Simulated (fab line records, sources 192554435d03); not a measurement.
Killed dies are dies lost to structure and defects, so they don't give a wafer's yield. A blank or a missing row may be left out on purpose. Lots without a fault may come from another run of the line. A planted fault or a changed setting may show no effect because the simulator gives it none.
Which tool did it? | flow n5_finfet | 8 lots, 24 wafers sampled, at 5 steps of a route of 1938

WHAT THE GAUGES READ, wafer by wafer
N5_FIN_SAQP_THK_MEAS_05.
lot  | measured    | on            | thk_nm (nm)
L968 | day 1 20:55 | film_metro-01 | 38.6 39.0 38.6
L970 | day 2 09:30 | film_metro-02 | 37.8 37.9 38.4
L982 | day 5 08:41 | film_metro-01 | 37.5 45.0 38.1
L984 | day 5 22:32 | film_metro-01 | 38.2 45.5 38.3
L985 | day 6 03:20 | film_metro-02 | 37.4 37.1 37.7
L986 | day 6 09:38 | film_metro-01 | 38.0 38.1 38.2
L989 | day 7 02:55 | film_metro-01 | 36.9 38.1 38.1
L991 | day 7 15:59 | film_metro-01 | 37.7 37.8 38.2

WHICH TOOL RAN EACH LOT (tool, then ch and the chambers of the sampled wafers, then the start)
lot  | N5_PMOS_HMC_CHANNEL_EPI_DESCUM_14 | N5_PMOS_HMC_CHANNEL_EPI_STRIP_33  | N5_FIN_SAQP_DENSIFY_62          | N5_FIN_SAQP_HM_DEP_03
L968 | rie_diel-05 ch 0,2,3, day 1 17:31 | rie_diel-05 ch 0,2,3, day 1 17:40 | rtp_anneal-01 ch 0, day 1 20:42 | pecvd-04 ch 0,1,2, day 1 20:51
L970 | rie_diel-01 ch 1,2,3, day 2 05:31 | rie_diel-01 ch 1,2,3, day 2 05:39 | rtp_anneal-02 ch 0, day 2 09:14 | pecvd-03 ch 0,1, day 2 09:25
L982 | rie_diel-01 ch 1,3, day 5 05:07   | rie_diel-01 ch 1,3, day 5 05:16   | rtp_anneal-02 ch 0, day 5 08:25 | pecvd-03 ch 0,1, day 5 08:37
L984 | rie_diel-04 ch 0,1, day 5 18:55   | rie_diel-04 ch 0,1, day 5 19:02   | rtp_anneal-01 ch 0, day 5 22:17 | pecvd-03 ch 0,1,2, day 5 22:27
L985 | rie_diel-05 ch 0,2,3, day 5 23:57 | rie_diel-05 ch 0,2,3, day 6 00:05 | rtp_anneal-01 ch 0, day 6 03:02 | pecvd-04 ch 0,1,2, day 6 03:15
L986 | rie_diel-05 ch 0,2,3, day 6 06:10 | rie_diel-05 ch 0,2,3, day 6 06:18 | rtp_anneal-01 ch 0, day 6 09:20 | pecvd-01 ch 0,1,2, day 6 09:34
L989 | rie_diel-05 ch 0,3, day 6 23:25   | rie_diel-05 ch 0,3, day 6 23:33   | rtp_anneal-02 ch 0, day 7 02:38 | pecvd-01 ch 0,2, day 7 02:49
L991 | rie_diel-05 ch 1,2,3, day 7 11:53 | rie_diel-05 ch 1,2,3, day 7 12:01 | rtp_anneal-02 ch 0, day 7 15:43 | pecvd-04 ch 0,1, day 7 15:54
- N5_PMOS_HMC_CHANNEL_EPI_DESCUM_14: chemistry O2, time 7.9 s.
- N5_PMOS_HMC_CHANNEL_EPI_STRIP_33: strips in N2/H2.
- N5_FIN_SAQP_DENSIFY_62: time 60 s.
- N5_FIN_SAQP_HM_DEP_03: deposits SiNx from SiH4/NH3/N2, target thk 38 nm, time 33.6 s.

THE ANSWER, worked out from the rows above alone
Rule: what is usual is taken from the lots themselves. Put in order of their means at a reading, lots are off if they are a third of the lots or fewer, leave a main group of 4 or more, and stand apart from it by a gap of 3 or more times the standard deviation of the main group's means; of several such gaps the widest counts. A main group whose means are all the same, to the digits that the tables above print for the reading, isn't used. A lot without any number at a reading at which 4 lots or more have one is off too. The other lots that the step has rows for count as sound.
Off: L982, L984, at N5_FIN_SAQP_THK_MEAS_05 (thk_nm). The main group: mean 38.0 nm, standard deviation 0.41.
A tool fits if, at a process step before that reading, it ran every lot that is off, and no sound lot after the first of them. The gauges at N5_FIN_SAQP_THK_MEAS_05 are tried like those tools. One fits: pecvd-03 at N5_FIN_SAQP_HM_DEP_03. Its last sound lot is L970 (day 2 09:25), its first lot that is off L982 (day 5 08:37): a fault that began between those two fits.

WHAT THE SIMULATOR HAD PUT IN
Process parameter drift: pecvd-03, from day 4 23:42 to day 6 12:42, at N5_FIN_SAQP_HM_DEP_03. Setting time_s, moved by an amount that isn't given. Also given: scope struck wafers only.
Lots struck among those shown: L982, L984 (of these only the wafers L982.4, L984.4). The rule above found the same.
